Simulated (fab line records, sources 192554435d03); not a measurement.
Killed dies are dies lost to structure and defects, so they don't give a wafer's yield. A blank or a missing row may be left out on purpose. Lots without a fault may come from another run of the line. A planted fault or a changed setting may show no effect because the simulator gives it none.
One fault seen from 2 desks | flow n5_finfet | each desk has only its own numbers; what lay behind them comes last

THE METROLOGY DESK
What the gauges read, lot by lot, whatever tool the lot ran on: means of the sampled wafers that have a number. A lot is out of limits, marked OUT, if its mean lies more than 4 standard deviations from the usual mean; the brackets give that distance. Of its 12 readings 7 are shown: those that lie furthest out on some lot.
Columns: A = M4_RS at N5_BEOL_M4_RS_MEAS_58, usual 0.658 ohm/sq; B = DIBL_N at N5_BEOL_M4_RC_MEAS_101, usual 35.8 mV/V; C = IOFF_N at N5_BEOL_M4_RC_MEAS_101, usual 0.151 nA/um; D = IOFF_P at N5_BEOL_M4_RC_MEAS_101, usual 0.21 nA/um; E = ION_N at N5_BEOL_M4_RC_MEAS_101, usual 673 uA/um; F = VT_N at N5_BEOL_M4_RC_MEAS_101, usual 251 mV; G = VT_P at N5_BEOL_M4_RC_MEAS_101, usual -250 mV
lot  | first seen here | A     | B    | C     | D    | E   | F   | G
L113 | day 7 17:04     | 0.659 | 37.5 | 0.153 | 0.21 | 673 | 253 | -250
L114 | day 7 22:53     | 0.689 | 36.2 | 0.151 | 0.20 | 674 | 251 | -250
L123 | day 10 23:01    | 0.667 | 36.1 | 0.178 | 0.25 | 681 | 247 | -247
L131 | day 12 16:32    | 0.655 | 35.0 | 0.142 | 0.19 | 672 | 250 | -252
L135 | day 14 01:53    | 0.636 | 34.7 | 0.122 | 0.17 | 662 | 254 | -255
This desk's finding: nothing out of limits on any of the 5 lots.

THE TOOL OWNER'S DESK: pecvd-01
The tool's own readings at N5_BEOL_M4_DEP_57 (deposits SiCN from 3MS/NH3, target thk 8 nm, time 14 s): means of the sampled wafers that have a number, for each lot that ran on this tool. A lot is out of limits, marked OUT, if its mean lies more than 4 standard deviations from the usual mean; the brackets give that distance.
Columns: A = rf_fwd_power_W at N5_BEOL_M4_DEP_57, usual 199.7 W; B = showerhead_plenum_p_Torr at N5_BEOL_M4_DEP_57, usual 3.674 Torr; C = throttle_valve_pct at N5_BEOL_M4_DEP_57, usual 8.8 %
lot  | first seen here | A     | B     | C
L113 | day 7 17:16     | 199.0 | 3.685 | 8.4
L123 | day 10 23:13    | 200.5 | 3.684 | 8.5
This desk's finding: nothing out of limits on any of the 2 lots.

PUT TOGETHER
The metrology desk saw nothing out of limits.
The tool owner's desk saw nothing out of limits.

WHAT THE SIMULATOR HAD PUT IN
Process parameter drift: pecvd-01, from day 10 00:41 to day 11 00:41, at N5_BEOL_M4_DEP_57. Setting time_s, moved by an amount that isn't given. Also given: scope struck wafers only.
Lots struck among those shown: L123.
